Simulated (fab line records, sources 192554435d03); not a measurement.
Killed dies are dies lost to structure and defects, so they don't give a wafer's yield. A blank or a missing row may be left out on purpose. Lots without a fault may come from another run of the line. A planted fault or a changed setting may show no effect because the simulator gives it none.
Split-lot experiment | flow n5_finfet | 7 lots, 21 wafers read, on a route of 1938 steps

THE SPLIT
At N5_BEOL_M11_ETCH_41 (etches SiCN in CH3F/O2, target depth 42.6 nm, time 86 s), the setting time_s was moved away from the recipe's 86 s on 4 of the 21 wafers read, by -12.9% to -5.9%. The other wafers ran this setting at the recipe's value.

The reading is taken at the split's own step.

THE READING
etch.depth_nm (the simulator's own value, which no gauge read), in nm, at N5_BEOL_M11_ETCH_41 (etches SiCN in CH3F/O2, target depth 42.6 nm, time 86 s). The file gives no usual value for it. The 17 wafers here that ran the recipe average 32.81 nm, standard deviation 0.65 nm.

wafer  | tool, chamber at the split | time_s as run, s | against the recipe | etch.depth_nm, nm | against lot-mates on the recipe
L078.1 | rie_diel-03, 1             | 86               | recipe             | 32.01             | -
L078.2 | rie_diel-03, 2             | 86               | recipe             | 33.21             | -
L078.4 | rie_diel-03, 3             | 86               | recipe             | 32.22             | -
L082.1 | rie_diel-03, 2             | 86               | recipe             | 33.58             | -
L082.2 | rie_diel-03, 0             | 86               | recipe             | 32.93             | -
L082.5 | rie_diel-03, 1             | 86               | recipe             | 31.95             | -
L084.2 | rie_diel-02, 3             | 86               | recipe             | 32.64             | -
L084.3 | rie_diel-02, 2             | 86               | recipe             | 31.92             | -
L084.6 | rie_diel-02, 3             | 80.2             | -6.7%              | 30.51             | -1.77
L089.2 | rie_diel-06, 2             | 86               | recipe             | 33.47             | -
L089.4 | rie_diel-06, 2             | 74.87            | -12.9%             | 28.88             | -4.59
L089.6 | rie_diel-06, 1             | 74.87            | -12.9%             | 27.75             | -5.72
L091.3 | rie_diel-03, 3             | 86               | recipe             | 32.1              | -
L091.5 | rie_diel-03, 0             | 86               | recipe             | 33.68             | -
L091.6 | rie_diel-03, 1             | 86               | recipe             | 32.26             | -
L094.1 | rie_diel-06, 2             | 86               | recipe             | 33.32             | -
L094.4 | rie_diel-06, 0             | 86               | recipe             | 32.2              | -
L094.5 | rie_diel-06, 2             | 86               | recipe             | 33.43             | -
L095.3 | rie_diel-03, 0             | 80.91            | -5.9%              | 31.62             | -1.83
L095.4 | rie_diel-03, 1             | 86               | recipe             | 33.52             | -
L095.5 | rie_diel-03, 0             | 86               | recipe             | 33.38             | -

THE FIT
A straight line over all 21 wafers: etch.depth_nm changes by +0.337 nm for each +1% of time_s; r = +0.91; the points scatter about the line by 0.67 nm.
The same after taking each lot's own level away (the mean of its wafers on the recipe; 21 wafers): +0.379 nm for each +1%; r = +0.94; scatter 0.58 nm.
On that fit, the largest move of time_s shifts the reading by 4.9 nm.
The lots' own levels span 32.280 to 33.470 nm, that is 1.8 times the standard deviation above.
So the lot-to-lot level changes the slope: the two fits differ.
Check: with one of the wafers moved furthest among these (-12.9%) left out of the fit, the line predicts -5.06 nm for it against its lot-mates. It came out at -4.59 nm against them.

OTHER SPLITS ON THESE WAFERS
These wafers also went through other splits before the reading. Each is held against what the fit with the lots' levels taken away leaves over:
other split on the same wafers   | wafers away from the commonest value | r with etch.depth_nm (lot level and that fit taken away)
N5_BEOL_M7_DESCUM_33 time_s      | 5                                    | +0.23
N5_BEOL_M7_TRENCH_ETCH_37 time_s | 6                                    | +0.13
N5_BEOL_M10_PECVD_70 temp_c      | 6                                    | -0.16
N5_BEOL_M10_ETCH_62 time_s       | 9                                    | -0.25
N5_BEOL_M10_EXPOSE_25 dose_mj    | 6                                    | +0.02
N5_BEOL_M11_VIA_ETCH_34 time_s   | 6                                    | +0.07

THE FILE'S OWN FIT
etch.depth_nm changes by +0.361 nm for each +1% of time_s, r = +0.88.
